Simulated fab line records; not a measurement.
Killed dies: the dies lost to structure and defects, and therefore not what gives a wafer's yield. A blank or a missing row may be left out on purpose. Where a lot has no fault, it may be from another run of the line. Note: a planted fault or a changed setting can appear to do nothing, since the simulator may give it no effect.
One fault seen from 2 desks    flow nand_harc    each desk holds nothing but its own numbers, with what lay behind them at the end

== DESK OF THE TOOL OWNER: rie_diel-05 ==
The tool's own readings at NHARC_A_BONDPAD_ETCH_34 (etches the open film in N2/H2, target depth 60 nm, overetch 18 nm, time 65.91 s): means of the sampled wafers that have a number, for each lot that ran on this tool. If a lot's mean is further than 4 standard deviations from the usual mean, the lot is out of limits and carries the mark OUT (the distance appears in the brackets).
Columns: A = drypump_motor_current_A at NHARC_A_BONDPAD_ETCH_34, usual 5.6 A; B = h2_flow_sccm at NHARC_A_BONDPAD_ETCH_34, usual 150.0 sccm; C = oes_product_au at NHARC_A_BONDPAD_ETCH_34, usual 0.997 a.u.; D = rf_vpp_V at NHARC_A_BONDPAD_ETCH_34, usual 431.1 V; E = showerhead_plenum_p_Torr at NHARC_A_BONDPAD_ETCH_34, usual 2.06 Torr; F = throttle_valve_pct at NHARC_A_BONDPAD_ETCH_34, usual 14.171 %
lot   first seen here  A    B      C                D      E     F
L248  day 24 01:58     5.8  150.3  1.007            432.1  2.09  14.167
L251  day 24 10:58     5.5  150.1  0.988            432.3  2.07  14.168
L253  day 25 21:46     5.8  150.8  0.993            430.8  2.04  14.159
L254  day 26 19:38     5.4  150.0  0.994            432.4  2.12  14.171
L258  day 27 21:09     5.5  149.8  0.996            429.7  2.00  14.167
L259  day 29 04:25     5.5  149.9  0.867 (-15) OUT  431.2  2.07  14.169
L268  day 31 21:56     5.9  150.0  0.996            430.2  2.04  14.175
This desk finds L259 out of limits, L259 being first, at day 29 04:25 (oes_product_au at NHARC_A_BONDPAD_ETCH_34). In limits: L248, L251, L253, L254, L258, L268.

== FROM THE METROLOGY DESK ==
Means of the sampled wafers that have a number, per lot and without regard to the tool the lot ran on: this is what the gauges read. If a lot's mean is further than 4 standard deviations from the usual mean, the lot is out of limits and carries the mark OUT (the distance appears in the brackets).
Columns: A = thk_nm at NHARC_A_BONDPAD_THK_MEAS_30, usual 199.9 nm
lot   first seen here  A
L247  day 23 17:23     198.0
L248  day 24 01:07     201.6
L251  day 24 10:05     198.8
L252  day 25 04:22     202.1
L253  day 25 20:53     199.7
L254  day 26 18:53     200.1
L257  day 27 16:33     201.2
L258  day 27 20:17     198.2
L259  day 29 03:32     199.8
L268  day 31 21:04     199.9
L267  day 32 03:14     200.5
L269  day 32 18:13     201.5
Finding of this desk: none of the 12 lots has anything out of limits.

== PUT TOGETHER ==
The tool owner's desk could have raised an alarm at day 29 04:25, on L259.
At the metrology desk, nothing out of limits was observed.
The metrology desk has L259 on record, within its limits.
Every lot named ran NHARC_A_BONDPAD_ETCH_34 on rie_diel-05.

== WHAT WAS PUT IN BY THE SIMULATOR ==
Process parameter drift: rie_diel-05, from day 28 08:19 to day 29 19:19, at NHARC_A_BONDPAD_ETCH_34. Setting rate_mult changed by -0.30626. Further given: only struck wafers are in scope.
Struck lots among those shown: L259.
Each desk's first reading out of limits, in hours after the fault started: the tool owner's desk, 20.
